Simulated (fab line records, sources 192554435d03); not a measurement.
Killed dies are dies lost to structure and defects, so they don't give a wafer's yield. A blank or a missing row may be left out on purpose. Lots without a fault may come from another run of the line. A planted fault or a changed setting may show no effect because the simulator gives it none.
Chamber matching | flow n5_finfet | N5_BEOL_M1_ETCH_69 on rie_diel-01: 4 sister chambers
The step etches SiARC in CF4, target depth 15.6 nm, time 26 s. 24 wafers are shown with their chamber, then 12 later ones without.

WAFERS WITH THEIR CHAMBER
wafer  | chamber | showerhead_plenum_p_Torr (Torr) | drypump_motor_current_A (A) | throttle_valve_pct (%)
L076.1 | 0       | 2.08                            | 6.6                         | 15.87
L076.4 | 0       | 2.08                            | 6.6                         | 15.87
L076.6 | 2       | 2.28                            | 6.4                         | 15.72
L075.2 | 2       | 2.28                            | 6.4                         | 15.73
L075.4 | 0       | 2.08                            | 6.6                         | 15.88
L075.6 | 1       | 2.15                            | 6.3                         | 15.57
L078.1 | 2       | 2.28                            | 6.4                         | 15.72
L078.3 | 0       | 2.08                            | 6.6                         | 15.87
L078.4 | 2       | 2.28                            | 6.4                         | 15.72
L079.1 | 1       | 2.15                            | 6.2                         | 15.59
L079.2 | 2       | 2.28                            | 6.4                         | 15.73
L079.6 | 0       | 2.08                            | 6.6                         | 15.89
L082.3 | 3       | 2.10                            | 6.0                         | 15.55
L082.5 | 2       | 2.28                            | 6.4                         | 15.74
L082.6 | 1       | 2.15                            | 6.3                         | 15.60
L085.3 | 3       | 2.10                            | 6.0                         | 15.58
L085.4 | 0       | 2.08                            | 6.6                         | 15.90
L085.6 | 0       | 2.08                            | 6.6                         | 15.89
L088.3 | 3       | 2.10                            | 6.0                         | 15.60
L088.5 | 3       | 2.10                            | 6.0                         | 15.58
L088.6 | 2       | 2.27                            | 6.4                         | 15.75
L089.2 | 2       | 2.27                            | 6.4                         | 15.76
L089.4 | 0       | 2.07                            | 6.7                         | 15.92
L089.5 | 1       | 2.14                            | 6.3                         | 15.64

SIGNATURES (means of the wafers above)
reading                  | chamber 0 | chamber 1 | chamber 2 | chamber 3 | scatter within a chamber
showerhead_plenum_p_Torr | 2.0787    | 2.1475    | 2.2775    | 2.1000    | 0.00395
drypump_motor_current_A  | 6.612     | 6.275     | 6.400     | 6.000     | 0.0285
throttle_valve_pct       | 15.8863   | 15.6000   | 15.7338   | 15.5775   | 0.0196
Rule: a wafer's distance from a chamber is the root of the sum, over the readings, of the square of ((its reading less the chamber's mean) divided by the reading's scatter). The wafer belongs to the nearest chamber; if the next one is less than 2 further off, it can't be placed. The scatter: the root of (the sum of the squares of (reading less its chamber's mean) over the shown wafers, divided by (wafers less chambers)).

WAFERS WITHOUT THEIR CHAMBER
wafer  | showerhead_plenum_p_Torr (Torr) | drypump_motor_current_A (A) | throttle_valve_pct (%)
L090.2 | 2.07                            | 6.6                         | 15.92
L090.4 | 2.10                            | 6.0                         | 15.60
L090.5 | 2.27                            | 6.4                         | 15.76
L091.1 | 2.10                            | 6.0                         | 15.60
L091.3 | 2.07                            | 6.6                         | 15.93
L091.4 | 2.27                            | 6.4                         | 15.79
L092.2 | 2.27                            | 6.4                         | 15.78
L092.3 | 2.07                            | 6.7                         | 15.92
L092.4 | 2.14                            | 6.3                         | 15.64
L094.1 | 2.07                            | 6.6                         | 15.95
L094.2 | 2.09                            | 6.0                         | 15.62
L094.6 | 2.14                            | 6.3                         | 15.67

WHICH CHAMBER EACH WENT THROUGH
wafer  | from the rows above | in truth
L090.2 | 0                   | 0
L090.4 | 3                   | 3
L090.5 | 2                   | 2
L091.1 | 3                   | 3
L091.3 | 0                   | 0
L091.4 | 2                   | 2
L092.2 | 2                   | 2
L092.3 | 0                   | 0
L092.4 | 1                   | 1
L094.1 | 0                   | 0
L094.2 | 3                   | 3
L094.6 | 1                   | 1
Placed correctly: 12 of 12. Can't be placed from these rows: 0. Placed wrongly: 0.
